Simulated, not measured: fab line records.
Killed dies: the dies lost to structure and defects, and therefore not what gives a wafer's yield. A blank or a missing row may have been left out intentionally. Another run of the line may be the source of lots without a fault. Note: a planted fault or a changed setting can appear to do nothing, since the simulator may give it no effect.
fab line records | flow n5-finfet
record: lots: 6 wafers: 17 last-day: 18
route steps=1938 shown FIN_CUT@156 PASSIVATION@1936
lots with no fault: from the same line, run without faults
start-h: hours from the record's first day to the start of the lot's first wafer shown | wait-h: how many hours have passed since the lot's step before this one | " identical to the entry in the row above | L1.1+2: a row that stands for several wafers | - no value, or no start given | * or withheld: withheld | < > ~ a bound
route shown NAME@n: names a module that has steps shown in the file, with the first one's number in the route | usual: mean/standard deviation of fault-free wafers | same: alike in all rows | chamber/n: place in a boat | sites: readings site by site | _std_site: standard deviation of those values | _edge_site: inner sites' mean taken away from outer sites' mean | radius-mm: how far each site lies from the wafer's centre | mask NAME#n: copy n | behind: tool/chamber where the wafer was last shaped | hold: cause of the lot's hold/its duration in hours/its outcome | device: the transistor (n, p or np) that didn't switch | end of line: the same wafers' tests at the end of the route | step lacking rows: just its recipe | killed: count of dies lost to structure and defects at first sort (not the wafer's yield) | map: dies across one wafer; x = killed, . = not, _ = none there
set.NAME: the setting as run; set.NAME@STEP: as run at that earlier step | model.NAME: the simulator's own value behind a step, which no gauge read
a table for each step, a row for each wafer; lots at some steps of the route
services: a tool's chamber out of use, with start hour (start-h, from the record's first day; less than 0 if before it), hours out, and reason
== steps ==
step: N5_FIN_CUT_COAT_29
recipe: resist: underlayer temp-c: 205 time-s: 60 spin-rpm: 1500 resist-thk-nm: 10
step: N5_FIN_CUT_COAT_02
recipe: resist: CAR-EUV spin-rpm: 1500 resist-thk-nm: 30
step: N5_FIN_CUT_EBR_04
recipe: solvent: PGMEA ebr-width-mm: 1.5
step: N5_FIN_CUT_SOFTBAKE_03
recipe: temp-c: 110 time-s: 60 resist: CAR-EUV
step: N5_FIN_CUT_EXPOSE_05
recipe: mask-id: FIN_CUT na: 0.33 source-shape: annular sigma-inner: 0.35 sigma-outer: 0.8 polarization: unpolarized dose-mj: 45.75
step: N5_FIN_CUT_PEB_06
recipe: peb-temp-c: 100 peb-time-s: 60 resist: CAR-EUV
step: N5_FIN_CUT_DEVELOP_07
recipe: develop-time-s: 30 developer: TMAH resist: CAR-EUV rinse-liquid: surfactant-rinse dry: air-spin dev-temp-c: 23
step: N5_FIN_CUT_CD_MEAS_08
recipe: target-cd-nm: 29.1 landing-energy-ev: 500 detector: se-inlens polarity: opening
usual: cd-nm: 29.05/0.22
columns lot.wafer tool chamber start-h wait-h cd-nm
L548.1 cd-sem-01 0 27.50 - 28.91
L548.4 " 0 " " 28.87
L548.6 " 0 " " 28.87
L550.1 cd-sem-01 0 38.22 - 29.00
L550.4 " 0 " " 29.28
L550.6 " 0 " " 29.25
L552.3 cd-sem-03 0 50.34 - 28.72
L552.4 " 0 " " 28.93
L552.5 " 0 " " 29.19
L553.1 cd-sem-02 0 57.64 - 28.75
L553.4 " 0 " " 29.06
L562.3 cd-sem-02 0 110.07 - 29.11
L562.5 " 0 " " 28.89
L562.6 " 0 " " 28.59
L563.3 cd-sem-03 0 117.52 - 28.96
L563.4 " 0 " " 28.95
L563.5 " 0 " " 28.82
step: N5_FIN_CUT_OVL_MEAS_09
recipe: points-per-wafer: 522
usual: FIN_CUT_OVL: -0.2/0.63
columns lot.wafer tool chamber start-h wait-h FIN_CUT_OVL[nm]
L548.1 overlay-02 0 27.53 0.0 -0.3
L548.4 " 0 " " -0.4
L548.6 " 0 " " -0.3
L550.1 overlay-01 0 38.25 0.0 0.3
L550.4 " 0 " " -0.9
L550.6 " 0 " " -0.5
L552.3 overlay-01 0 50.38 0.0 -1.1
L552.4 " 0 " " -0.5
L552.5 " 0 " " -0.7
L553.1 overlay-02 0 57.67 0.0 -0.6
L553.4 " 0 " " 0.1
L562.3 overlay-01 0 110.11 0.0 -0.6
L562.5 " 0 " " -0.2
L562.6 " 0 " " 0.1
L563.3 overlay-02 0 117.56 0.0 0.1
L563.4 " 0 " " 0.9
L563.5 " 0 " " 0.1
step: N5_FIN_CUT_INSPECT_10
recipe: mode: adi inspect-instrument: brightfield
usual: raw-defect-count: 44/13
columns lot.wafer tool chamber start-h wait-h raw-defect-count
L548.1 defect-inspect-02 - 27.59 0.1 51
L548.4 " - " " 35
L548.6 " - " " 27
L550.1 defect-inspect-02 - 38.30 0.1 36
L550.4 " - " " 41
L550.6 " - " " 35
L552.3 defect-inspect-02 - 50.44 0.1 52
L552.4 " - " " 35
L552.5 " - " " 44
L553.1 defect-inspect-02 - 57.73 0.1 53
L553.4 " - " " 52
L562.3 defect-inspect-02 - 110.16 0.0 53
L562.5 " - " " 61
L562.6 " - " " 47
L563.3 defect-inspect-02 - 117.61 0.0 36
L563.4 " - " " 40
L563.5 " - " " 59
step: N5_FIN_CUT_DESCUM_13
recipe: chemistry: O2 time-s: 7 source-power-w: 50 bias-power-w: 20 pressure-mtorr: 20 rf-frequency-hz: 2.712e+07 temp-c: 40 resist: CAR-EUV o2-flow-sccm: 225
usual: drypump-motor-current-A: 5.5/0.45 o2-flow-sccm: 224.8/0.74 oes-product-au: 0.76/0.057 rf-fwd-power-W: 49.35/0.25 rf-vpp-V: 243.7/1.5 showerhead-plenum-p-Torr: 2.13/0.074 throttle-valve-pct: 20.43/0.21
columns lot.wafer tool chamber start-h wait-h drypump-motor-current-A o2-flow-sccm oes-product-au rf-fwd-power-W rf-hours-counter-h rf-vpp-V showerhead-plenum-p-Torr throttle-valve-pct
L548.1 rie-diel-04 2 27.63 0.0 5.5 224.7 0.76 49.37 144 242.5 2.09 20.40
L548.4 " 3 " " 5.6 225.8 0.80 49.46 - 243.7 2.12 20.26
L548.6 " 2 " " 5.5 224.6 0.76 49.07 - 241.7 2.09 20.42
L550.1 rie-diel-02 0 38.34 0.0 5.1 225.3 0.72 49.67 155 245.3 2.18 20.49
L550.4 " 2 " " 4.9 224.9 0.90 49.44 32 243.1 2.22 20.76
L550.6 " 3 " " 5.5 224.6 0.87 49.53 - 246.3 2.21 20.08
L552.3 rie-diel-02 3 50.47 0.0 5.5 223.8 0.87 49.58 43 244.8 2.21 20.08
L552.4 " 0 " " 5.0 224.5 0.71 49.51 159 243.8 2.18 20.49
L552.5 " 3 " " 5.5 224.5 0.87 49.74 - 245.0 2.21 20.08
L553.1 rie-diel-02 2 57.77 0.0 4.8 225.4 0.89 49.42 37 244.4 2.22 20.79
L553.4 " 3 " " 5.5 223.7 0.87 49.72 45 244.5 2.21 20.10
L562.3 rie-diel-04 0 110.19 0.0 6.1 225.5 0.71 49.08 226 242.8 2.16 20.74
L562.5 " 1 " " 6.1 225.0 0.69 48.88 - 241.6 1.99 20.45
L562.6 " 0 " " 6.1 225.8 0.71 49.42 - 243.4 2.16 20.73
L563.3 rie-diel-04 0 117.64 0.0 6.1 225.6 0.71 49.10 227 246.3 2.16 20.75
L563.4 " 2 " " 5.5 224.7 0.73 48.89 170 244.2 2.08 20.46
L563.5 " 2 " " 5.5 225.3 0.73 48.83 - 242.6 2.08 20.45
step: N5_FIN_CUT_ETCH_30
recipe: chemistry: N2/H2 target: underlayer target-depth-a: 130 mask-material: CAR-EUV time-s: 10.4 ion-energy-ev: 200 pressure-mtorr: 30 source-w: 840 bias-w: 150 n2-flow-sccm: 200 h2-flow-sccm: 200 ends: cleared
usual: drypump-motor-current-A: 5.5/0.45 etch-rf-on-time-s: 10.47/0.18 oes-product-au: 0.64/0.051 rf-fwd-power-W: 819.5/2.9 rf-vpp-V: 525.1/2.7 showerhead-plenum-p-Torr: 2.59/0.091 throttle-valve-pct: 17.87/0.23
columns lot.wafer tool chamber start-h wait-h drypump-motor-current-A etch-rf-on-time-s oes-product-au rf-fwd-power-W rf-hours-counter-h rf-vpp-V showerhead-plenum-p-Torr throttle-valve-pct
L548.1 rie-diel-04 2 27.66 0.0 5.5 10.73 0.64 819.0 144 525.1 2.54 17.88
L548.4 " 3 " " 5.6 10.35 0.70 820.7 - 524.6 2.56 17.64
L548.6 " 2 " " 5.5 10.86 0.64 824.9 - 524.7 2.54 17.87
L550.1 rie-diel-02 0 38.37 0.0 5.0 10.40 0.62 820.9 155 526.1 2.65 17.94
L550.4 " 2 " " 4.8 10.14 0.78 822.9 32 528.8 2.71 18.29
L550.6 " 3 " " 5.5 10.31 0.75 819.3 - 529.1 2.70 17.49
L552.3 rie-diel-02 3 50.51 0.0 5.5 10.58 0.73 817.9 43 527.8 2.70 17.51
L552.4 " 0 " " 5.0 10.60 0.61 820.6 159 527.6 2.65 17.96
L552.5 " 3 " " 5.5 10.60 0.73 816.3 - 529.3 2.70 17.50
L553.1 rie-diel-02 2 57.80 0.0 4.8 10.21 0.77 823.2 37 530.0 2.70 18.28
L553.4 " 3 " " 5.5 10.45 0.73 819.4 45 529.0 2.70 17.51
L562.3 rie-diel-04 0 110.22 0.0 6.1 10.52 0.60 822.0 226 526.2 2.62 18.20
L562.5 " 1 " " 6.1 10.49 0.59 819.0 - 519.2 2.41 17.86
L562.6 " 0 " " 6.1 10.62 0.60 821.4 - 526.4 2.62 18.19
L563.3 rie-diel-04 0 117.67 0.0 6.1 10.70 0.60 819.6 227 525.8 2.62 18.18
L563.4 " 2 " " 5.5 10.75 0.63 821.2 170 523.6 2.53 17.92
L563.5 " 2 " " 5.5 10.78 0.62 820.5 - 524.7 2.53 17.91
step: N5_FIN_CUT_ETCH_20
recipe: chemistry: CF4 target: SiARC target-depth-a: 260 mask-material: CAR-EUV time-s: 43.3 ion-energy-ev: 80 pressure-mtorr: 40 source-w: 545 bias-w: 36 Ar_flow_sccm: 100 cf4-flow-sccm: 100 ends: cleared
usual: drypump-motor-current-A: 5.5/0.45 etch-rf-on-time-s: 43.6/0.75 oes-product-au: 0.65/0.051 rf-fwd-power-W: 535/3.4 rf-vpp-V: 184.6/1.1 showerhead-plenum-p-Torr: 2.18/0.071 throttle-valve-pct: 15.63/0.2
columns lot.wafer tool chamber start-h wait-h drypump-motor-current-A etch-rf-on-time-s oes-product-au rf-fwd-power-W rf-hours-counter-h rf-vpp-V showerhead-plenum-p-Torr throttle-valve-pct
L548.1 rie-diel-04 2 27.68 0.0 5.5 44.7 0.64 532 144 184.7 2.14 15.62
L548.4 " 3 " " 5.6 42.8 0.69 538 - 183.9 2.16 15.39
L548.6 " 2 " " 5.5 44.6 0.64 534 - 184.2 2.14 15.61
L550.1 rie-diel-02 0 38.39 0.0 5.1 43.6 0.62 537 155 185.0 2.22 15.67
L550.4 " 2 " " 4.8 42.3 0.78 537 32 185.3 2.27 15.85
L550.6 " 3 " " 5.5 43.1 0.74 540 - 185.3 2.26 15.29
L552.3 rie-diel-02 3 50.53 0.0 5.5 43.1 0.74 541 43 184.3 2.26 15.30
L552.4 " 0 " " 5.0 59.6 0.53 539 159 184.9 2.22 15.68
L552.5 " 3 " " 5.5 43.2 0.74 542 - 184.9 2.26 15.30
L553.1 rie-diel-02 2 57.82 0.0 4.8 42.8 0.76 536 37 186.7 2.27 15.85
L553.4 " 3 " " 5.5 59.4 0.62 544 45 187.4 2.26 15.29
L562.3 rie-diel-04 0 110.24 0.0 6.1 44.5 0.60 535 226 185.6 2.20 15.91
L562.5 " 1 " " 6.1 43.5 0.59 533 - 182.9 2.04 15.71
L562.6 " 0 " " 6.1 44.3 0.60 533 - 184.5 2.20 15.90
L563.3 rie-diel-04 0 117.69 0.0 6.1 44.5 0.60 531 227 186.0 2.20 15.91
L563.4 " 2 " " 5.5 44.5 0.62 531 170 184.2 2.13 15.67
L563.5 " 2 " " 5.5 44.6 0.62 534 - 184.9 2.13 15.65
step: N5_FIN_CUT_ETCH_21
recipe: chemistry: N2/H2 target: SOC target-depth-a: 2190 overetch-a: 438 mask-material: SiARC temp-c: 40 ion-energy-ev: 100 bias-w: 61 time-s: 523.5 pressure-mtorr: 30 source-w: 850 n2-flow-sccm: 200 h2-flow-sccm: 200
usual: drypump-motor-current-A: 5.5/0.45 oes-product-au: 0.70/0.05 rf-fwd-power-W: 848.7/2.4 rf-vpp-V: 241.3/1.5 showerhead-plenum-p-Torr: 2.59/0.091 throttle-valve-pct: 17.82/0.23
columns lot.wafer tool chamber start-h wait-h drypump-motor-current-A oes-product-au rf-fwd-power-W rf-hours-counter-h rf-vpp-V showerhead-plenum-p-Torr throttle-valve-pct
L548.1 rie-diel-04 2 27.72 0.0 5.5 0.70 851.0 144 239.6 2.54 17.83
L548.4 " 3 " " 5.7 0.74 849.8 - 241.9 2.56 17.59
L548.6 " 2 " " 5.5 0.70 851.5 - 240.0 2.54 17.82
L550.1 rie-diel-02 0 38.43 0.0 5.1 0.67 851.9 155 242.4 2.65 17.89
L550.4 " 2 " " 4.8 0.82 846.0 32 242.2 2.71 18.24
L550.6 " 3 " " 5.5 0.80 850.2 - 244.0 2.70 17.46
L552.3 rie-diel-02 3 50.56 0.0 5.5 0.79 851.2 43 242.8 2.70 17.44
L552.4 " 0 " " 5.0 0.67 847.5 159 243.8 2.65 17.92
L552.5 " 3 " " 5.5 0.79 851.9 - 242.6 2.70 17.45
L553.1 rie-diel-02 2 57.86 0.0 4.8 0.82 847.9 37 242.9 2.70 18.24
L553.4 " 3 " " 5.5 0.79 846.3 45 241.6 2.70 17.46
L562.3 rie-diel-04 0 110.28 0.0 6.1 0.65 847.0 226 240.2 2.62 18.12
L562.5 " 1 " " 6.1 0.64 847.1 - 237.6 2.41 17.79
L562.6 " 0 " " 6.1 0.66 848.4 - 242.3 2.62 18.12
L563.3 rie-diel-04 0 117.73 0.0 6.1 0.66 846.6 227 241.6 2.62 18.13
L563.4 " 2 " " 5.5 0.68 847.5 171 240.7 2.53 17.86
L563.5 " 2 " " 5.5 0.69 846.1 - 239.7 2.53 17.87
step: N5_PASSIVATION_PROBE_49
usual: killed_at_M0_to_M3: 36/11 killed_at_M4_up: 13/5.1 killed-at-contacts: 14/4.9 killed-at-front-end: 41/10 killed-at-other: 3.4/2.6 killed-dies: 107/16 killed-open: 70/11 killed-short: 36/7.8
same: gross-dies: 1180 killed-at-back-side: 0
columns lot.wafer tool chamber start-h wait-h killed_at_M0_to_M3 killed_at_M4_up killed-at-contacts killed-at-front-end killed-at-other killed-dies killed-open killed-short
L552.3 prober-01 - 333.13 0.1 28 9 16 44 2 99 68 31
L552.4 prober-01 - 333.18 0.2 18 6 8 49 4 85 56 27
L552.5 prober-01 - 333.23 0.2 39 10 24 41 3 117 85 31
L553.1 prober-02 - 334.68 0.0 38 8 14 48 8 116 64 44
L553.4 prober-02 - 334.83 0.2 31 10 13 42 3 99 65 34
L550.1 prober-02 - 340.04 0.0 34 8 12 38 3 95 57 36
L550.4 prober-02 - 340.19 0.2 18 11 17 47 9 102 63 39
L550.6 prober-02 - 340.29 0.3 31 10 20 39 9 109 73 36
killed by level:class
L552.3 FIN_SAQP:geometric-particle:open=14 MOL_CONTACT_COAG:geometric-particle:open=12 FIN_SAQP:geometric-particle:short=9 BEOL_M3:geometric-particle:open=8 BEOL_M1:geometric-particle:open=6 DUMMY_GATE:geometric-particle:open=4 MOL_CONTACT_COAG:geometric-particle:short=4 BEOL_M0_SAQP:geometric-particle:open=4
L552.4 FIN_SAQP:geometric-particle:open=10 STI_FIN_REVEAL:geometric-particle:open=9 BEOL_M1:geometric-particle:open=7 ILD0:geometric-particle:open=5 MOL_CONTACT_COAG:geometric-particle:open=5 FIN_SAQP:geometric-particle:short=4 DUMMY_GATE:geometric-particle:short=4 GATE_CUT:geometric-particle:short=4
L552.5 MOL_CONTACT_COAG:geometric-particle:open=19 BEOL_M3:geometric-particle:open=10 BEOL_M1:geometric-particle:open=9 FIN_SAQP:geometric-particle:short=8 FIN_SAQP:geometric-particle:open=7 DUMMY_GATE:geometric-particle:open=7 BEOL_M2:geometric-particle:open=7 MOL_CONTACT_COAG:geometric-particle:short=5
L553.1 STI_FIN_REVEAL:geometric-particle:open=19 BEOL_M0_SAQP:geometric-particle:short=12 MOL_CONTACT_COAG:geometric-particle:open=9 BEOL_M0_SAQP:geometric-particle:open=9 HKMG_FIN:area-etch=8 BEOL_M3:geometric-particle:open=7 GATE_CUT:geometric-particle:short=5 MOL_CONTACT_COAG:geometric-particle:short=5
L553.4 MOL_CONTACT_COAG:geometric-particle:open=12 FIN_SAQP:geometric-particle:open=9 FIN_SAQP:geometric-particle:short=9 DUMMY_GATE:geometric-particle:open=8 BEOL_M0_SAQP:geometric-particle:short=7 STI_FIN_REVEAL:geometric-particle:open=6 BEOL_M0_SAQP:geometric-particle:open=4 BEOL_M1:geometric-particle:open=4
L550.1 MOL_CONTACT_COAG:geometric-particle:open=11 BEOL_M2:geometric-particle:open=8 FIN_SAQP:geometric-particle:short=7 STI_FIN_REVEAL:geometric-particle:open=6 BEOL_M3:geometric-particle:open=6 GATE_CUT:geometric-particle:short=5 BEOL_M0_SAQP:geometric-particle:short=5 DUMMY_GATE:geometric-particle:open=4
L550.4 FIN_SAQP:geometric-particle:open=12 MOL_CONTACT_COAG:geometric-particle:open=12 FIN_SAQP:geometric-particle:short=11 MOL_CONTACT_COAG:geometric-particle:short=5 STI_FIN_REVEAL:geometric-particle:open=4 GATE_CUT:geometric-particle:open=4 BEOL_M2:geometric-particle:open=4 STI_FIN_REVEAL:geometric-particle:short=3
L550.6 STI_FIN_REVEAL:geometric-particle:open=18 MOL_CONTACT_COAG:geometric-particle:open=11 MOL_CONTACT_COAG:geometric-particle:short=9 BEOL_M0_SAQP:geometric-particle:open=9 BEOL_M0_SAQP:geometric-particle:short=6 BEOL_M2:geometric-particle:open=6 FIN_SAQP:geometric-particle:open=5 PAD_METAL:geometric-particle:short=5
== services ==
columns tool chamber start-h hours kind
rie-diel-04 1 8.23 5.3 repair
rie-diel-02 - 9.99 15.6 pm
rie-diel-04 0 15.45 16.7 repair
rie-diel-04 3 40.64 4.0 repair
rie-diel-04 3 87.56 2.5 repair
rie-diel-02 0 100.91 6.0 repair
== key ==
first-sign: step: N5_FIN_CUT_ETCH_20 reading: etch-rf-on-time-s direction: up sigmas: 21 usual: * struck: *
effect none on later readings
met-at N5_FIN_CUT_ETCH_20
struck-wafers L552.4,L553.4
tester-left-out L552,L553
onset-between 38.39 50.53
fault: kind: process-parameter-drift tool: rie-diel-02 chamber: - onset-h: 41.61 steps: N5_FIN_CUT_ETCH_20 channel: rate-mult offset: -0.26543 shape: step end-h: 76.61 scope: struck-wafers-only
tester-left-out: of these lots the tester's yield and bins aren't shown, on N5 and GAA mostly nor the transistor test; their killed dies are dies lost to structure and defects alone, not to doping, threshold or leakage, so they don't give the yield
